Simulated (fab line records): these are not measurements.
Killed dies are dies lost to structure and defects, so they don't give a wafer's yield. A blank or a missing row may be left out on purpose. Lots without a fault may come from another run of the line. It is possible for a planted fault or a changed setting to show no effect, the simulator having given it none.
Which tool is to blame? / flow n5Finfet / 24 wafers from 8 lots sampled at 6 of the route's 1938 steps

== WHAT THE GAUGES READ, wafer by wafer ==
N5_FIN_SAQP_CD_MEAS_27: the cd target is 20 nm.
lot=L688; measured=day 2 06:40; on=cdSem-03; cdNm (nm)=19.95 20.13 20.23
lot=L696; measured=day 4 06:02; on=cdSem-02; cdNm (nm)=20.52 20.47 20.05
lot=L698; measured=day 4 17:41; on=cdSem-01; cdNm (nm)=20.17 20.39 20.42
lot=L699; measured=day 4 23:31; on=cdSem-03; cdNm (nm)=19.96 19.85 19.14
lot=L700; measured=day 5 06:19; on=cdSem-03; cdNm (nm)=19.88 19.45 19.43
lot=L702; measured=day 5 21:25; on=cdSem-01; cdNm (nm)=20.21 20.52 20.90
lot=L707; measured=day 7 01:47; on=cdSem-01; cdNm (nm)=20.47 20.55 20.29
lot=L708; measured=day 7 05:44; on=cdSem-01; cdNm (nm)=20.31 20.39 20.34

N5_BEOL_M4_RC_MEAS_101.
lot=L688; measured=day 8 17:25; on=prober-02; DIBL_N (mV/V)=36.5 34.5 34.4; DIBL_P (mV/V)=35.3 33.6 33.3; IOFF_N (nA/um)=0.129 0.114 0.112; IOFF_P (nA/um)=0.19 0.18 0.17; ION_N (uA/um)=654 672 666; ION_P (uA/um)=452 470 462; SS_N (mV/dec)=71.4 71.0 70.8; SS_P (mV/dec)=73.9 72.9 72.3; VT_N (mV)=254.5 254.6 254.9; VT_P (mV)=-251.4 -251.4 -253.8
lot=L696; measured=day 11 00:58; on=prober-01; DIBL_N (mV/V)=36.0 35.7 34.6; DIBL_P (mV/V)=37.2 36.8 35.8; IOFF_N (nA/um)=0.153 0.155 0.135; IOFF_P (nA/um)=0.21 0.22 0.20; ION_N (uA/um)=688 672 665; ION_P (uA/um)=469 467 466; SS_N (mV/dec)=70.9 71.1 71.5; SS_P (mV/dec)=74.1 73.8 73.6; VT_N (mV)=249.2 250.3 251.7; VT_P (mV)=-248.9 -250.4 -249.1
lot=L698; measured=day 10 21:57; on=prober-01; DIBL_N (mV/V)=35.5 37.3 35.1; DIBL_P (mV/V)=34.8 36.5 34.4; IOFF_N (nA/um)=0.148 0.174 0.130; IOFF_P (nA/um)=0.20 0.22 0.19; ION_N (uA/um)=677 681 656; ION_P (uA/um)=465 468 456; SS_N (mV/dec)=71.8 71.6 71.6; SS_P (mV/dec)=72.5 73.5 72.4; VT_N (mV)=250.3 250.7 255.0; VT_P (mV)=-251.6 -251.2 -252.9
lot=L699; measured=day 11 09:58; on=prober-01; DIBL_N (mV/V)=34.1 38.1 35.3; DIBL_P (mV/V)=33.6 39.0 34.9; IOFF_N (nA/um)=0.122 0.217 0.142; IOFF_P (nA/um)=0.16 0.26 0.18; ION_N (uA/um)=657 684 673; ION_P (uA/um)=462 466 459; SS_N (mV/dec)=71.4 72.7 71.2; SS_P (mV/dec)=72.6 74.0 73.4; VT_N (mV)=252.1 243.7 248.6; VT_P (mV)=-255.5 -250.7 -252.9
lot=L700; measured=day 11 06:49; on=prober-01; DIBL_N (mV/V)=35.9 34.2 37.2; DIBL_P (mV/V)=36.1 34.0 36.8; IOFF_N (nA/um)=0.174 0.141 0.195; IOFF_P (nA/um)=0.21 0.17 0.22; ION_N (uA/um)=683 652 689; ION_P (uA/um)=463 451 462; SS_N (mV/dec)=71.9 71.5 72.0; SS_P (mV/dec)=73.4 73.0 74.3; VT_N (mV)=245.5 252.5 247.2; VT_P (mV)=-251.0 -252.2 -251.3
lot=L702; measured=day 12 00:05; on=prober-01; DIBL_N (mV/V)=36.6 35.1 34.9; DIBL_P (mV/V)=38.4 36.3 36.3; IOFF_N (nA/um)=0.167 0.144 0.143; IOFF_P (nA/um)=0.22 0.18 0.19; ION_N (uA/um)=683 680 673; ION_P (uA/um)=465 463 463; SS_N (mV/dec)=71.1 71.1 71.4; SS_P (mV/dec)=73.3 73.1 72.7; VT_N (mV)=248.6 249.2 248.6; VT_P (mV)=-251.8 -254.8 -253.8
lot=L707; measured=day 13 15:59; on=prober-02; DIBL_N (mV/V)=38.0 36.2 38.5; DIBL_P (mV/V)=36.8 35.3 37.9; IOFF_N (nA/um)=0.169 0.148 0.187; IOFF_P (nA/um)=0.22 0.20 0.23; ION_N (uA/um)=676 673 679; ION_P (uA/um)=469 462 460; SS_N (mV/dec)=72.0 70.9 71.9; SS_P (mV/dec)=73.9 73.6 74.0; VT_N (mV)=249.1 250.4 246.4; VT_P (mV)=-247.3 -249.4 -247.4
lot=L708; measured=day 14 00:02; on=prober-02; DIBL_N (mV/V)=33.6 32.7 34.6; DIBL_P (mV/V)=33.1 32.2 33.9; IOFF_N (nA/um)=0.130 0.124 0.132; IOFF_P (nA/um)=0.18 0.17 0.19; ION_N (uA/um)=675 673 656; ION_P (uA/um)=467 464 457; SS_N (mV/dec)=71.5 70.7 70.9; SS_P (mV/dec)=72.1 72.4 72.7; VT_N (mV)=250.5 255.6 253.0; VT_P (mV)=-250.3 -251.7 -251.1

== WHICH TOOL RAN EACH LOT (tool, then ch and the chambers of the sampled wafers, then the start) ==
lot=L688; N5_FIN_SAQP_DESCUM_21=rieDiel-06 ch 1,2,3, day 2 03:22; N5_FIN_SAQP_SPACER1_ALD_24=aldSin-01 ch 0,2, day 2 05:39; N5_FIN_SAQP_ETCH_57=rieDiel-02 ch 2,3, day 2 06:51; N5_FIN_SAQP_ETCH_67=rieDiel-03 ch 0,1, day 2 07:37
lot=L696; N5_FIN_SAQP_DESCUM_21=rieDiel-03 ch 0,1,3, day 4 03:56; N5_FIN_SAQP_SPACER1_ALD_24=aldSin-01 ch 2,3, day 4 05:02; N5_FIN_SAQP_ETCH_57=rieDiel-02 ch 0,3, day 4 06:17; N5_FIN_SAQP_ETCH_67=rieDiel-06 ch 0,2,3, day 4 07:01
lot=L698; N5_FIN_SAQP_DESCUM_21=rieDiel-03 ch 1,3, day 4 15:41; N5_FIN_SAQP_SPACER1_ALD_24=aldSin-01 ch 1,3, day 4 16:47; N5_FIN_SAQP_ETCH_57=rieDiel-06 ch 0,2,3, day 4 17:44; N5_FIN_SAQP_ETCH_67=rieDiel-06 ch 0,1,2, day 4 18:32
lot=L699; N5_FIN_SAQP_DESCUM_21=rieDiel-02 ch 1,3, day 4 21:27; N5_FIN_SAQP_SPACER1_ALD_24=aldSin-01 ch 2,3, day 4 22:33; N5_FIN_SAQP_ETCH_57=rieDiel-06 ch 0,2, day 4 23:34; N5_FIN_SAQP_ETCH_67=rieDiel-02 ch 0,1,3, day 5 00:17
lot=L700; N5_FIN_SAQP_DESCUM_21=rieDiel-03 ch 0,1,2, day 5 03:58; N5_FIN_SAQP_SPACER1_ALD_24=aldSin-01 ch 2,3, day 5 05:22; N5_FIN_SAQP_ETCH_57=rieDiel-03 ch 0,1,2, day 5 06:22; N5_FIN_SAQP_ETCH_67=rieDiel-02 ch 0,1, day 5 07:05
lot=L702; N5_FIN_SAQP_DESCUM_21=rieDiel-03 ch 1,3, day 5 19:13; N5_FIN_SAQP_SPACER1_ALD_24=aldSin-02 ch 0,2,3, day 5 20:20; N5_FIN_SAQP_ETCH_57=rieDiel-06 ch 0,1,2, day 5 21:27; N5_FIN_SAQP_ETCH_67=rieDiel-02 ch 0,2,3, day 5 22:25
lot=L707; N5_FIN_SAQP_DESCUM_21=rieDiel-06 ch 0,1, day 6 23:26; N5_FIN_SAQP_SPACER1_ALD_24=aldSin-03 ch 0,1, day 7 00:47; N5_FIN_SAQP_ETCH_57=rieDiel-06 ch 0,2,3, day 7 02:21; N5_FIN_SAQP_ETCH_67=rieDiel-06 ch 0,1,2, day 7 03:05
lot=L708; N5_FIN_SAQP_DESCUM_21=rieDiel-03 ch 1,2,3, day 7 03:42; N5_FIN_SAQP_SPACER1_ALD_24=aldSin-02 ch 0,1,3, day 7 04:49; N5_FIN_SAQP_ETCH_57=rieDiel-03 ch 0,2,3, day 7 05:47; N5_FIN_SAQP_ETCH_67=rieDiel-06 ch 0,1,3, day 7 06:31
- N5_FIN_SAQP_DESCUM_21: chemistry O2, time 7.9 s.
- N5_FIN_SAQP_SPACER1_ALD_24: deposits SiO2, target thk 20.3 nm, pulse time 1 s, purge time 2 s.
- N5_FIN_SAQP_ETCH_57: etches SiNx in CH3F/O2, target depth 32.5 nm, time 46.4 s.
- N5_FIN_SAQP_ETCH_67: etches SiNx in CH3F/O2, target depth 30 nm.

== WHAT THE TOOLS THEMSELVES READ (means of the sampled wafers that have a number; where no wafer has one, the mark that the record gives instead) ==
N5_FIN_SAQP_DESCUM_21.
lot=L688; tool=rieDiel-06; biasPowerW (W)=19.98; chamberPressureMTorr (mTorr)=19.975; drypumpMotorCurrentA (A)=5.6; oesProductAu (a.u.)=0.82; rfVppV (V)=242.4; showerheadPlenumPTorr (Torr)=2.07; throttleValvePct (%)=20.5
lot=L696; tool=rieDiel-03; biasPowerW (W)=20.01; chamberPressureMTorr (mTorr)=20.023; drypumpMotorCurrentA (A)=5.8; oesProductAu (a.u.)=0.88; rfVppV (V)=244.6; showerheadPlenumPTorr (Torr)=2.16; throttleValvePct (%)=20.0
lot=L698; tool=rieDiel-03; biasPowerW (W)=19.98; chamberPressureMTorr (mTorr)=20.009; drypumpMotorCurrentA (A)=6.0; oesProductAu (a.u.)=0.85; rfVppV (V)=243.2; showerheadPlenumPTorr (Torr)=2.12; throttleValvePct (%)=20.1
lot=L699; tool=rieDiel-02; biasPowerW (W)=20.00; chamberPressureMTorr (mTorr)=20.016; drypumpMotorCurrentA (A)=5.3; oesProductAu (a.u.)=0.85; rfVppV (V)=244.4; showerheadPlenumPTorr (Torr)=2.16; throttleValvePct (%)=20.5
lot=L700; tool=rieDiel-03; biasPowerW (W)=20.01; chamberPressureMTorr (mTorr)=19.995; drypumpMotorCurrentA (A)=5.7; oesProductAu (a.u.)=0.92; rfVppV (V)=243.6; showerheadPlenumPTorr (Torr)=2.17; throttleValvePct (%)=20.0
lot=L702; tool=rieDiel-03; biasPowerW (W)=19.93; chamberPressureMTorr (mTorr)=19.994; drypumpMotorCurrentA (A)=6.1; oesProductAu (a.u.)=0.88; rfVppV (V)=243.3; showerheadPlenumPTorr (Torr)=2.13; throttleValvePct (%)=20.2
lot=L707; tool=rieDiel-06; biasPowerW (W)=20.03; chamberPressureMTorr (mTorr)=19.997; drypumpMotorCurrentA (A)=5.3; oesProductAu (a.u.)=0.80; rfVppV (V)=242.3; showerheadPlenumPTorr (Torr)=2.03; throttleValvePct (%)=20.6
lot=L708; tool=rieDiel-03; biasPowerW (W)=19.99; chamberPressureMTorr (mTorr)=19.993; drypumpMotorCurrentA (A)=5.9; oesProductAu (a.u.)=0.86; rfVppV (V)=243.6; showerheadPlenumPTorr (Torr)=2.12; throttleValvePct (%)=20.1

N5_FIN_SAQP_SPACER1_ALD_24.
lot=L688; tool=aldSin-01; heaterPowerW (W)=515; precursorPulseHeightRel=1.003; susceptorTempC (C)=299.86
lot=L696; tool=aldSin-01; heaterPowerW (W)=394; precursorPulseHeightRel=1.014; susceptorTempC (C)=300.11
lot=L698; tool=aldSin-01; heaterPowerW (W)=399; precursorPulseHeightRel=1.004; susceptorTempC (C)=300.09
lot=L699; tool=aldSin-01; heaterPowerW (W)=498; precursorPulseHeightRel=0.974; susceptorTempC (C)=320.24
lot=L700; tool=aldSin-01; heaterPowerW (W)=459; precursorPulseHeightRel=1.002; susceptorTempC (C)=320.19
lot=L702; tool=aldSin-02; heaterPowerW (W)=527; precursorPulseHeightRel=1.000; susceptorTempC (C)=300.09
lot=L707; tool=aldSin-03; heaterPowerW (W)=476; precursorPulseHeightRel=1.017; susceptorTempC (C)=299.88
lot=L708; tool=aldSin-02; heaterPowerW (W)=529; precursorPulseHeightRel=1.021; susceptorTempC (C)=299.94

N5_FIN_SAQP_ETCH_57.
lot=L688; tool=rieDiel-02; CH3F_flow_sccm (sccm)=29.95; chamberPressureMTorr (mTorr)=30.019; drypumpMotorCurrentA (A)=5.2; etchRfOnTimeS (s)=47.7; oesProductAu (a.u.)=0.63; rfVppV (V)=289; showerheadPlenumPTorr (Torr)=2.01; throttleValvePct (%)=16.64
lot=L696; tool=rieDiel-02; CH3F_flow_sccm (sccm)=30.00; chamberPressureMTorr (mTorr)=29.994; drypumpMotorCurrentA (A)=5.4; etchRfOnTimeS (s)=47.3; oesProductAu (a.u.)=0.66; rfVppV (V)=295; showerheadPlenumPTorr (Torr)=2.04; throttleValvePct (%)=16.43
lot=L698; tool=rieDiel-06; CH3F_flow_sccm (sccm)=30.01; chamberPressureMTorr (mTorr)=30.023; drypumpMotorCurrentA (A)=6.1; etchRfOnTimeS (s)=47.0; oesProductAu (a.u.)=0.74; rfVppV (V)=296; showerheadPlenumPTorr (Torr)=1.98; throttleValvePct (%)=16.34
lot=L699; tool=rieDiel-06; CH3F_flow_sccm (sccm)=30.06; chamberPressureMTorr (mTorr)=30.016; drypumpMotorCurrentA (A)=5.9; etchRfOnTimeS (s)=46.5; oesProductAu (a.u.)=0.76; rfVppV (V)=295; showerheadPlenumPTorr (Torr)=1.96; throttleValvePct (%)=16.33
lot=L700; tool=rieDiel-03; CH3F_flow_sccm (sccm)=30.02; chamberPressureMTorr (mTorr)=29.999; drypumpMotorCurrentA (A)=5.7; etchRfOnTimeS (s)=46.5; oesProductAu (a.u.)=0.78; rfVppV (V)=303; showerheadPlenumPTorr (Torr)=2.07; throttleValvePct (%)=15.91
lot=L702; tool=rieDiel-06; CH3F_flow_sccm (sccm)=29.97; chamberPressureMTorr (mTorr)=29.995; drypumpMotorCurrentA (A)=5.5; etchRfOnTimeS (s)=46.7; oesProductAu (a.u.)=0.72; rfVppV (V)=300; showerheadPlenumPTorr (Torr)=1.95; throttleValvePct (%)=16.35
lot=L707; tool=rieDiel-06; CH3F_flow_sccm (sccm)=30.01; chamberPressureMTorr (mTorr)=30.006; drypumpMotorCurrentA (A)=6.1; etchRfOnTimeS (s)=47.1; oesProductAu (a.u.)=0.71; rfVppV (V)=297; showerheadPlenumPTorr (Torr)=1.98; throttleValvePct (%)=16.38
lot=L708; tool=rieDiel-03; CH3F_flow_sccm (sccm)=30.04; chamberPressureMTorr (mTorr)=30.003; drypumpMotorCurrentA (A)=5.7; etchRfOnTimeS (s)=45.4; oesProductAu (a.u.)=0.71; rfVppV (V)=297; showerheadPlenumPTorr (Torr)=2.05; throttleValvePct (%)=15.91

N5_FIN_SAQP_ETCH_67.
lot=L688; tool=rieDiel-03; CH3F_flow_sccm (sccm)=30.06; chamberPressureMTorr (mTorr)=29.991; drypumpMotorCurrentA (A)=5.7; oesProductAu (a.u.)=0.85; rfVppV (V)=305; showerheadPlenumPTorr (Torr)=2.10; throttleValvePct (%)=15.99
lot=L696; tool=rieDiel-06; CH3F_flow_sccm (sccm)=30.00; chamberPressureMTorr (mTorr)=30.009; drypumpMotorCurrentA (A)=6.1; oesProductAu (a.u.)=0.88; rfVppV (V)=296; showerheadPlenumPTorr (Torr)=1.99; throttleValvePct (%)=16.36
lot=L698; tool=rieDiel-06; CH3F_flow_sccm (sccm)=30.00; chamberPressureMTorr (mTorr)=29.983; drypumpMotorCurrentA (A)=5.5; oesProductAu (a.u.)=0.85; rfVppV (V)=298; showerheadPlenumPTorr (Torr)=1.95; throttleValvePct (%)=16.37
lot=L699; tool=rieDiel-02; CH3F_flow_sccm (sccm)=29.95; chamberPressureMTorr (mTorr)=29.997; drypumpMotorCurrentA (A)=5.3; oesProductAu (a.u.)=0.82; rfVppV (V)=296; showerheadPlenumPTorr (Torr)=2.03; throttleValvePct (%)=16.41
lot=L700; tool=rieDiel-02; CH3F_flow_sccm (sccm)=30.03; chamberPressureMTorr (mTorr)=30.013; drypumpMotorCurrentA (A)=5.2; oesProductAu (a.u.)=0.85; rfVppV (V)=296; showerheadPlenumPTorr (Torr)=1.99; throttleValvePct (%)=16.40
lot=L702; tool=rieDiel-02; CH3F_flow_sccm (sccm)=29.93; chamberPressureMTorr (mTorr)=30.010; drypumpMotorCurrentA (A)=5.3; oesProductAu (a.u.)=0.82; rfVppV (V)=293; showerheadPlenumPTorr (Torr)=2.02; throttleValvePct (%)=16.43
lot=L707; tool=rieDiel-06; CH3F_flow_sccm (sccm)=29.98; chamberPressureMTorr (mTorr)=30.000; drypumpMotorCurrentA (A)=5.5; oesProductAu (a.u.)=0.83; rfVppV (V)=299; showerheadPlenumPTorr (Torr)=1.94; throttleValvePct (%)=16.41
lot=L708; tool=rieDiel-06; CH3F_flow_sccm (sccm)=30.04; chamberPressureMTorr (mTorr)=29.987; drypumpMotorCurrentA (A)=5.9; oesProductAu (a.u.)=0.81; rfVppV (V)=298; showerheadPlenumPTorr (Torr)=1.97; throttleValvePct (%)=16.45

== THE ANSWER, worked out from the rows above alone ==
Rule: the lots themselves supply what counts as usual. Put in order of their means at a reading, lots are off if they are a third of the lots or fewer, leave a main group of 4 or more, and stand apart from it by a gap of 3 or more times the standard deviation of the main group's means; of several such gaps the widest counts. If all means in a main group match to the digits the tables above print for the reading, that group is not used. Also off: a lot with no number at a reading for which 4 or more lots have one. All remaining lots with rows at the step are treated as sound. First the gauges in route order, then the tools' own readings, where a lot's mean is used as printed above. The first step at which some lot is off is used, and at that step the reading that is off furthest; a lot without a number counts as furthest.
Off: L699, L700, at N5_FIN_SAQP_CD_MEAS_27 (cdNm). Mean 20.35 nm and standard deviation 0.13 in the main group.
If a tool, at a process step before that reading, ran all the lots that are off and no sound lot after the first of them, it fits. Not tried: the gauges at N5_FIN_SAQP_CD_MEAS_27; whatever is off there is also off at N5_FIN_SAQP_SPACER1_ALD_24, on other tools, and gauge error can't account for it. One fits: aldSin-01 at N5_FIN_SAQP_SPACER1_ALD_24. A fault onset in the window from L698 (day 4 16:47, its last sound lot) to L699 (day 4 22:33, its first lot off) fits.
The tool's own readings at N5_FIN_SAQP_SPACER1_ALD_24 bear it out: on the lots that are off they differ by more than 5 times the standard deviation of the sound lots' means. susceptorTempC reads 320.22 C there against 300.00 C on the sound lots.

== WHAT HAD BEEN PUT IN BY THE SIMULATOR ==
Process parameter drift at N5_FIN_SAQP_SPACER1_ALD_24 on aldSin-01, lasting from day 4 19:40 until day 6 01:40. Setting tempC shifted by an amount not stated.
Shown lots that were struck: L699, L700. The rule above reached the same finding.
